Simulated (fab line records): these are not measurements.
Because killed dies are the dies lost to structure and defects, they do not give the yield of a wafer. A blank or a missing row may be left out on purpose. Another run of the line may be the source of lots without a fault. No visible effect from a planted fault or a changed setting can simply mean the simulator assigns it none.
Which tool is to blame? | flow n5-finfet | Sampling: 24 lots, 72 wafers, 6 of 1938 route steps

## WHAT EACH GAUGE READ, for each wafer
N5_DUMMY_GATE_INSPECT_27: inspects for defects (brightfield).
lot  | measured    | on                | raw-defect-count
L074 | day 3 01:28 | defect-inspect-02 | 376 241 427
L075 | day 3 04:29 | defect-inspect-01 | 254 405 285
L076 | day 3 13:17 | defect-inspect-01 | 300 422 400
L077 | day 3 18:09 | defect-inspect-01 | 260 250 178
L078 | day 4 01:44 | defect-inspect-01 | 288 497 451
L079 | day 4 08:17 | defect-inspect-01 | 259 275 225
L080 | day 4 10:14 | defect-inspect-02 | 208 221 339
L081 | day 4 18:43 | defect-inspect-02 | 347 254 339
L082 | day 4 22:15 | defect-inspect-01 | 233 216 201
L083 | day 5 05:12 | defect-inspect-02 | 281 352 306
L084 | day 5 11:26 | defect-inspect-01 | 195 295 226
L085 | day 5 21:00 | defect-inspect-02 | 479 310 414
L086 | day 6 03:14 | defect-inspect-01 | 287 369 294
L087 | day 6 11:41 | defect-inspect-02 | 329 186 247
L088 | day 6 14:37 | defect-inspect-02 | 298 388 290
L089 | day 7 01:58 | defect-inspect-01 | 233 267 332
L090 | day 7 09:46 | defect-inspect-02 | 245 285 354
L091 | day 7 13:29 | defect-inspect-01 | 266 441 337
L092 | day 7 17:38 | defect-inspect-01 | 327 294 243
L093 | day 7 19:31 | defect-inspect-02 | 466 258 362
L094 | day 8 03:38 | defect-inspect-02 | 302 331 310
L095 | day 8 06:32 | defect-inspect-01 | 277 283 167
L096 | day 8 13:23 | defect-inspect-02 | 206 264 201
L097 | day 8 16:32 | defect-inspect-02 | 365 361 391

N5_ILD0_THK_MEAS_13.
lot  | measured    | on            | thk-nm (nm)
L074 | day 3 20:04 | film-metro-02 | 17.7 17.7 18.1
L075 | day 3 22:24 | film-metro-01 | 16.4 14.8 17.0
L076 | day 4 05:28 | film-metro-02 | 18.6 16.7 16.5
L077 | day 4 10:29 | film-metro-01 | 16.0 17.3 16.2
L078 | day 4 18:17 | film-metro-01 | 16.5 16.6 17.1
L079 | day 5 00:44 | film-metro-01 | 16.2 17.0 17.9
L080 | day 5 03:31 | film-metro-02 | 16.7 16.2 14.7
L081 | day 5 12:04 | film-metro-02 | 19.1 20.2 20.4
L082 | day 5 15:14 | film-metro-02 | 17.2 17.4 17.5
L083 | day 5 21:28 | film-metro-01 | 16.1 18.4 21.3
L084 | day 6 03:50 | film-metro-02 | 19.3 19.9 17.1
L085 | day 6 14:22 | film-metro-02 | 15.2 18.9 16.0
L086 | day 6 21:18 | film-metro-01 | 15.4 15.7 17.3
L087 | day 7 06:23 | film-metro-01 | 18.4 17.2 17.7
L088 | day 7 07:13 | film-metro-01 | 20.2 19.0 17.1
L089 | day 7 19:56 | film-metro-01 | 15.2 18.2 20.3
L090 | day 8 02:25 | film-metro-01 | 17.2 16.4 17.2
L091 | day 8 06:28 | film-metro-01 | 16.5 18.4 16.3
L092 | day 8 10:53 | film-metro-02 | 17.6 17.8 17.7
L093 | day 8 13:06 | film-metro-02 | 16.3 18.2 19.4
L094 | day 8 21:29 | film-metro-02 | 18.7 17.0 19.9
L095 | day 9 00:15 | film-metro-01 | 15.0 15.1 16.4
L096 | day 9 10:27 | film-metro-02 | 17.3 17.7 17.9
L097 | day 9 12:32 | film-metro-02 | 18.5 18.2 18.4

## WHICH TOOL RAN EACH LOT (tool, then ch and the chambers of the sampled wafers, then the start)
lot  | N5_DUMMY_GATE_ETCH_31             | N5_DUMMY_GATE_ETCH_23           | N5_SD_EPI_N_LINER_46             | N5_ILD0_CMP_07
L074 | rie-diel-03 ch 0,3, day 3 00:43   | rie-si-04 ch 1,2, day 3 00:59   | ald-sin-03 ch 0,2,3, day 3 07:56 | cmp-01 ch 0,1,2, day 3 16:34
L075 | rie-diel-02 ch 0,1,3, day 3 03:45 | rie-si-04 ch 0,1, day 3 04:02   | ald-sin-03 ch 1,2,3, day 3 10:20 | cmp-03 ch 0,2, day 3 18:55
L076 | rie-diel-02 ch 1,2, day 3 12:33   | rie-si-04 ch 0,1, day 3 12:50   | ald-sin-04 ch 0,2,3, day 3 17:57 | cmp-04 ch 0,1, day 4 01:58
L077 | rie-diel-02 ch 1,2,3, day 3 17:16 | rie-si-05 ch 1,2,3, day 3 17:33 | ald-sin-02 ch 0,1,2, day 3 23:02 | cmp-03 ch 0,2,3, day 4 06:58
L078 | rie-diel-02 ch 0,2,3, day 4 00:59 | rie-si-04 ch 1,2,3, day 4 01:16 | ald-sin-04 ch 0,1,3, day 4 06:38 | cmp-04 ch 0,2,3, day 4 14:28
L079 | rie-diel-06 ch 1,2, day 4 07:34   | rie-si-04 ch 2,3, day 4 07:50   | ald-sin-04 ch 0,1,2, day 4 12:57 | cmp-01 ch 1,3, day 4 21:13
L080 | rie-diel-03 ch 0,1,3, day 4 09:30 | rie-si-05 ch 0,1,3, day 4 09:46 | ald-sin-03 ch 0,1,3, day 4 15:25 | cmp-01 ch 0,2, day 4 23:31
L081 | rie-diel-02 ch 0,1,2, day 4 17:59 | rie-si-04 ch 0,3, day 4 18:16   | ald-sin-03 ch 0,3, day 5 00:03   | cmp-04 ch 0,1,3, day 5 08:35
L082 | rie-diel-02 ch 0,1,3, day 4 21:31 | rie-si-04 ch 0,2,3, day 4 21:48 | ald-sin-04 ch 0,2,3, day 5 03:47 | cmp-04 ch 0,1,2, day 5 11:44
L083 | rie-diel-02 ch 0,1,2, day 5 04:28 | rie-si-05 ch 0,1,2, day 5 04:45 | ald-sin-03 ch 0,1,2, day 5 09:55 | cmp-03 ch 0,1,3, day 5 18:01
L084 | rie-diel-06 ch 0,1,2, day 5 10:43 | rie-si-05 ch 1,2,3, day 5 10:59 | ald-sin-03 ch 1,2,3, day 5 16:07 | cmp-03 ch 0,2,3, day 6 00:19
L085 | rie-diel-03 ch 0,2,3, day 5 20:16 | rie-si-04 ch 0,3, day 5 20:32   | ald-sin-02 ch 0,2, day 6 01:50   | cmp-03 ch 1,2, day 6 10:52
L086 | rie-diel-03 ch 1,2,3, day 6 02:30 | rie-si-05 ch 0,1,3, day 6 02:47 | ald-sin-02 ch 0,1,3, day 6 09:05 | cmp-03 ch 1,2, day 6 17:48
L087 | rie-diel-03 ch 0,1,3, day 6 10:44 | rie-si-04 ch 0,2,3, day 6 11:01 | ald-sin-04 ch 0,1,2, day 6 17:23 | cmp-04 ch 0,2,3, day 7 02:52
L088 | rie-diel-06 ch 0,3, day 6 13:53   | rie-si-02 ch 0,1,2, day 6 14:10 | ald-sin-02 ch 0,2,3, day 6 19:26 | cmp-04 ch 2,3, day 7 03:44
L089 | rie-diel-02 ch 0,1,3, day 7 01:14 | rie-si-05 ch 0,1,2, day 7 01:31 | ald-sin-04 ch 0,1, day 7 07:22   | cmp-01 ch 1,2, day 7 16:28
L090 | rie-diel-02 ch 1,2,3, day 7 08:56 | rie-si-04 ch 0,1,2, day 7 09:13 | ald-sin-02 ch 0,1,2, day 7 14:38 | cmp-01 ch 1,3, day 7 22:35
L091 | rie-diel-06 ch 0,1,3, day 7 12:45 | rie-si-02 ch 0,2,3, day 7 13:02 | ald-sin-02 ch 0,1,3, day 7 18:34 | cmp-04 ch 0,2,3, day 8 03:02
L092 | rie-diel-06 ch 0,2, day 7 16:55   | rie-si-04 ch 0,2, day 7 17:11   | ald-sin-02 ch 2,3, day 7 23:14   | cmp-04 ch 0,2,3, day 8 07:23
L093 | rie-diel-06 ch 0,1,2, day 7 18:44 | rie-si-04 ch 0,2,3, day 7 19:01 | ald-sin-04 ch 0,1, day 8 00:55   | cmp-04 ch 0,1, day 8 09:31
L094 | rie-diel-03 ch 1,2, day 8 02:54   | rie-si-04 ch 1,2, day 8 03:11   | ald-sin-04 ch 1,2, day 8 08:32   | cmp-01 ch 0,2,3, day 8 18:03
L095 | rie-diel-03 ch 1,2,3, day 8 05:41 | rie-si-05 ch 2,3, day 8 05:58   | ald-sin-02 ch 0,1,3, day 8 12:44 | cmp-04 ch 0,1,2, day 8 20:49
L096 | rie-diel-02 ch 1,3, day 8 12:39   | rie-si-04 ch 1,2, day 8 12:56   | ald-sin-03 ch 1,2,3, day 8 20:14 | cmp-01 ch 0,1, day 9 06:56
L097 | rie-diel-03 ch 1,2,3, day 8 15:49 | rie-si-04 ch 2,3, day 8 16:05   | ald-sin-04 ch 0,1, day 8 23:20   | cmp-01 ch 1,2, day 9 08:56
- N5_DUMMY_GATE_ETCH_31: etches SiO2 in C4F6/O2, target depth 82.5 nm, time 27.5 s.
- N5_DUMMY_GATE_ETCH_23: etches poly-Si in HBr/Cl2/O2, target depth 41 nm, time 22.3 s.
- N5_SD_EPI_N_LINER_46: material SiNx, target thk 3 nm.
- N5_ILD0_CMP_07: polishes SiO2 flowable, stops on poly-Si, t overpolish 1.18 s, target thk 138.88 nm.

## AS READ BY THE TOOLS THEMSELVES (means over the sampled wafers that have a number; for cases with no such wafer, the mark the record gives instead)
N5_DUMMY_GATE_ETCH_31.
lot  | tool        | bias-w (W) | drypump-motor-current-A (A) | oes-product-au (a.u.) | rf-vpp-V (V) | showerhead-plenum-p-Torr (Torr) | throttle-valve-pct (%)
L074 | rie-diel-03 | 184.6      | 5.9                         | 0.70                  | 679          | 2.89                            | 21.14
L075 | rie-diel-02 | 185.2      | 6.1                         | 0.83                  | 674          | 2.88                            | 20.88
L076 | rie-diel-02 | 185.6      | 6.4                         | 0.80                  | 704          | 2.86                            | 21.06
L077 | rie-diel-02 | 185.3      | 6.0                         | 0.82                  | 681          | 2.83                            | 21.09
L078 | rie-diel-02 | 184.5      | 5.9                         | 0.77                  | 662          | 2.86                            | 21.15
L079 | rie-diel-06 | 184.8      | 5.4                         | 0.74                  | 687          | 2.83                            | 21.28
L080 | rie-diel-03 | 184.9      | 5.9                         | 0.72                  | 671          | 2.82                            | 21.18
L081 | rie-diel-02 | 184.6      | 6.3                         | 0.74                  | 687          | 2.89                            | 21.11
L082 | rie-diel-02 | 184.8      | 6.1                         | 0.81                  | 674          | 2.88                            | 20.91
L083 | rie-diel-02 | 185.2      | 6.3                         | 0.74                  | 686          | 2.88                            | 21.12
L084 | rie-diel-06 | 185.0      | 5.6                         | 0.78                  | 675          | 2.85                            | 21.32
L085 | rie-diel-03 | 184.9      | 6.2                         | 0.68                  | 684          | 2.88                            | 21.19
L086 | rie-diel-03 | 184.9      | 6.0                         | 0.71                  | 672          | 2.86                            | 21.34
L087 | rie-diel-03 | 185.1      | 5.9                         | 0.71                  | 671          | 2.81                            | 21.21
L088 | rie-diel-06 | 184.8      | 5.8                         | 0.88                  | 664          | 2.94                            | 21.26
L089 | rie-diel-02 | 185.3      | 6.1                         | 0.78                  | 673          | 2.87                            | 20.92
L090 | rie-diel-02 | 184.5      | 6.0                         | 0.79                  | 681          | 2.82                            | 21.12
L091 | rie-diel-06 | 185.4      | 5.6                         | 0.91                  | 669          | 2.91                            | 21.11
L092 | rie-diel-06 | 185.3      | 5.8                         | 0.81                  | 668          | 2.88                            | 21.39
L093 | rie-diel-06 | 185.5      | 5.6                         | 0.85                  | 674          | 2.84                            | 21.24
L094 | rie-diel-03 | 185.2      | 6.3                         | 0.88                  | 676          | 2.85                            | 21.07
L095 | rie-diel-03 | 185.5      | 6.0                         | 0.79                  | 672          | 2.85                            | 21.22
L096 | rie-diel-02 | 185.3      | 5.7                         | 0.83                  | 668          | 2.81                            | 20.93
L097 | rie-diel-03 | 185.3      | 6.0                         | 0.79                  | 672          | 2.85                            | 21.22

N5_DUMMY_GATE_ETCH_23.
lot  | tool      | bias-w (W) | drypump-motor-current-A (A) | oes-product-au (a.u.) | throttle-valve-pct (%)
L074 | rie-si-04 | 102.2      | 6.4                         | 1.031                 | 37.2
L075 | rie-si-04 | 102.1      | 5.9                         | 1.032                 | 37.0
L076 | rie-si-04 | 102.0      | 6.2                         | 1.031                 | 37.1
L077 | rie-si-05 | 102.0      | 5.4                         | 0.998                 | 37.5
L078 | rie-si-04 | 102.1      | 6.2                         | 1.012                 | 37.3
L079 | rie-si-04 | 101.9      | 5.9                         | 0.998                 | 37.4
L080 | rie-si-05 | 102.0      | 5.8                         | 1.021                 | 37.5
L081 | rie-si-04 | 102.0      | 5.6                         | 1.008                 | 37.1
L082 | rie-si-04 | 102.0      | 5.8                         | 1.007                 | 37.2
L083 | rie-si-05 | 101.9      | 5.5                         | 1.008                 | 37.4
L084 | rie-si-05 | 102.1      | 5.5                         | 1.000                 | 37.5
L085 | rie-si-04 | 101.9      | 5.6                         | 1.008                 | 37.1
L086 | rie-si-05 | 102.0      | 5.8                         | 1.015                 | 37.5
L087 | rie-si-04 | 102.0      | 5.8                         | 1.018                 | 37.2
L088 | rie-si-02 | 102.0      | 5.7                         | 0.988                 | 37.5
L089 | rie-si-05 | 102.1      | 5.5                         | 1.002                 | 37.4
L090 | rie-si-04 | 101.9      | 6.0                         | 1.019                 | 37.0
L091 | rie-si-02 | 102.0      | 5.5                         | 1.002                 | 37.2
L092 | rie-si-04 | 101.7      | 5.9                         | 1.019                 | 36.8
L093 | rie-si-04 | 102.0      | 5.8                         | 0.999                 | 37.1
L094 | rie-si-04 | 101.9      | 6.3                         | 1.018                 | 37.0
L095 | rie-si-05 | 101.9      | 5.6                         | 0.990                 | 37.5
L096 | rie-si-04 | 102.1      | 6.2                         | 1.021                 | 37.0
L097 | rie-si-04 | 102.0      | 5.9                         | 0.987                 | 37.3

N5_SD_EPI_N_LINER_46.
lot  | tool       | heater-power-w (W)
L074 | ald-sin-03 | 838
L075 | ald-sin-03 | 828
L076 | ald-sin-04 | 981
L077 | ald-sin-02 | 859
L078 | ald-sin-04 | 928
L079 | ald-sin-04 | 932
L080 | ald-sin-03 | 836
L081 | ald-sin-03 | 804
L082 | ald-sin-04 | 983
L083 | ald-sin-03 | 857
L084 | ald-sin-03 | 841
L085 | ald-sin-02 | 892
L086 | ald-sin-02 | 821
L087 | ald-sin-04 | 928
L088 | ald-sin-02 | 864
L089 | ald-sin-04 | 978
L090 | ald-sin-02 | 839
L091 | ald-sin-02 | 823
L092 | ald-sin-02 | 875
L093 | ald-sin-04 | 896
L094 | ald-sin-04 | 891
L095 | ald-sin-02 | 815
L096 | ald-sin-03 | 835
L097 | ald-sin-04 | 961

N5_ILD0_CMP_07.
lot  | tool   | motor-current-A (A)
L074 | cmp-01 | 12.8
L075 | cmp-03 | 14.5
L076 | cmp-04 | 10.8
L077 | cmp-03 | 14.4
L078 | cmp-04 | 12.8
L079 | cmp-01 | 11.9
L080 | cmp-01 | 14.1
L081 | cmp-04 | 11.9
L082 | cmp-04 | 11.5
L083 | cmp-03 | 13.9
L084 | cmp-03 | 14.1
L085 | cmp-03 | 13.0
L086 | cmp-03 | 12.4
L087 | cmp-04 | 12.6
L088 | cmp-04 | 13.4
L089 | cmp-01 | 12.2
L090 | cmp-01 | 12.7
L091 | cmp-04 | 12.6
L092 | cmp-04 | 12.9
L093 | cmp-04 | 11.3
L094 | cmp-01 | 13.3
L095 | cmp-04 | 11.6
L096 | cmp-01 | 12.3
L097 | cmp-01 | 12.2

## THE ANSWER, worked out from the rows above alone
Rule: the usual values come from the lots themselves. Put in order of their means at a reading, lots are off if they are a third of the lots or fewer, leave a main group of 4 or more, and stand apart from it by a gap of 3 or more times the standard deviation of the main group's means; of several such gaps the widest counts. If all means in a main group match to the digits the tables above print for the reading, that group is not used. Also off: a lot with no number at a reading for which 4 or more lots have one. Where the step has rows for the other lots, those lots are counted as sound. First the gauges in route order, then the tools' own readings, where a lot's mean is used as printed above. At the first step where some lot is off, the reading lying furthest off is the one used; lots without a number count as furthest.
None of the lots is off at any reading shown; this tells nothing.

## WHAT THE SIMULATOR HAD INSERTED
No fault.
